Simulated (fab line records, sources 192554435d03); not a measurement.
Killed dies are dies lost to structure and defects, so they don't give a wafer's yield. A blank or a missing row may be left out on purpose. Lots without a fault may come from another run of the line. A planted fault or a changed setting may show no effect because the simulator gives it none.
Which tool did it? | flow n5_finfet | 9 lots, 27 wafers sampled, at 5 steps of a route of 1938

WHAT THE GAUGES READ, wafer by wafer
N5_BEOL_M4_RC_MEAS_101.
lot  | measured     | on        | DIBL_N (mV/V)
L442 | day 8 10:38  | prober-01 | 36.1 33.8 35.9
L443 | day 8 10:31  | prober-02 | 35.8 33.5 35.1
L444 | day 8 23:38  | prober-01 | 37.9 37.4 38.8
L447 | day 9 10:37  | prober-02 | 38.5 37.1 36.1
L448 | day 9 18:01  | prober-02 | 35.4 37.4 36.1
L457 | day 12 07:09 | prober-01 | 35.3 35.6 37.2
L458 | day 12 11:24 | prober-02 | 35.6 33.3 33.7
L460 | day 12 22:53 | prober-02 | 39.7 38.4 36.9
L461 | day 13 15:43 | prober-01 | 38.5 37.8 38.0

WHICH TOOL RAN EACH LOT (tool, then ch and the chambers of the sampled wafers, then the start)
lot  | N5_DUMMY_GATE_ETCH_36             | N5_DUMMY_GATE_ETCH_32           | N5_SD_EPI_N_COAT_03              | N5_SD_EPI_N_DESCUM_14
L442 | rie_diel-06 ch 1,2,3, day 3 11:25 | rie_si-01 ch 2,3, day 3 11:58   | litho_track-03 ch 0, day 3 13:17 | rie_diel-05 ch 0,2,3, day 3 13:41
L443 | rie_diel-03 ch 0,1,2, day 3 18:52 | rie_si-02 ch 0,1,2, day 3 19:25 | litho_track-02 ch 0, day 3 20:32 | rie_diel-02 ch 0,3, day 3 20:59
L444 | rie_diel-06 ch 0,1,2, day 3 21:26 | rie_si-03 ch 1,3, day 3 22:17   | litho_track-03 ch 0, day 3 23:55 | rie_diel-02 ch 1,2,3, day 4 00:23
L447 | rie_diel-06 ch 0,1,3, day 4 16:11 | rie_si-02 ch 2,3, day 4 16:44   | litho_track-03 ch 0, day 4 18:29 | rie_diel-05 ch 1,2, day 4 19:09
L448 | rie_diel-01 ch 1,3, day 5 01:09   | rie_si-01 ch 0,3, day 5 01:43   | litho_track-03 ch 0, day 5 03:19 | rie_diel-05 ch 0,1,2, day 5 03:46
L457 | rie_diel-03 ch 0,2,3, day 7 06:55 | rie_si-03 ch 2,3, day 7 07:46   | litho_track-02 ch 0, day 7 08:56 | rie_diel-04 ch 0,1,2, day 7 09:15
L458 | rie_diel-03 ch 0,3, day 7 09:58   | rie_si-02 ch 0,1, day 7 10:31   | litho_track-02 ch 0, day 7 11:42 | rie_diel-05 ch 0,1,3, day 7 12:02
L460 | rie_diel-06 ch 1,2,3, day 7 22:10 | rie_si-02 ch 1,2,3, day 7 22:44 | litho_track-02 ch 0, day 7 23:51 | rie_diel-04 ch 1,2,3, day 8 00:10
L461 | rie_diel-01 ch 0,3, day 8 04:11   | rie_si-01 ch 0,1,3, day 8 04:46 | litho_track-03 ch 0, day 8 05:53 | rie_diel-05 ch 0,1, day 8 06:22
- N5_DUMMY_GATE_ETCH_36: etches SiARC in CF4, target depth 13 nm.
- N5_DUMMY_GATE_ETCH_32: etches SiO2 in CF4, target depth 3.5 nm, time 3.9 s.
- N5_SD_EPI_N_COAT_03: resist thk 150 nm.
- N5_SD_EPI_N_DESCUM_14: chemistry O2, time 7.9 s.

THE ANSWER, worked out from the rows above alone
Rule: what is usual is taken from the lots themselves. Put in order of their means at a reading, lots are off if they are a third of the lots or fewer, leave a main group of 4 or more, and stand apart from it by a gap of 3 or more times the standard deviation of the main group's means; of several such gaps the widest counts. A main group whose means are all the same, to the digits that the tables above print for the reading, isn't used. A lot without any number at a reading at which 4 lots or more have one is off too. The other lots that the step has rows for count as sound.
No lot is off at any reading shown: from this, nothing can be told.

WHAT THE SIMULATOR HAD PUT IN
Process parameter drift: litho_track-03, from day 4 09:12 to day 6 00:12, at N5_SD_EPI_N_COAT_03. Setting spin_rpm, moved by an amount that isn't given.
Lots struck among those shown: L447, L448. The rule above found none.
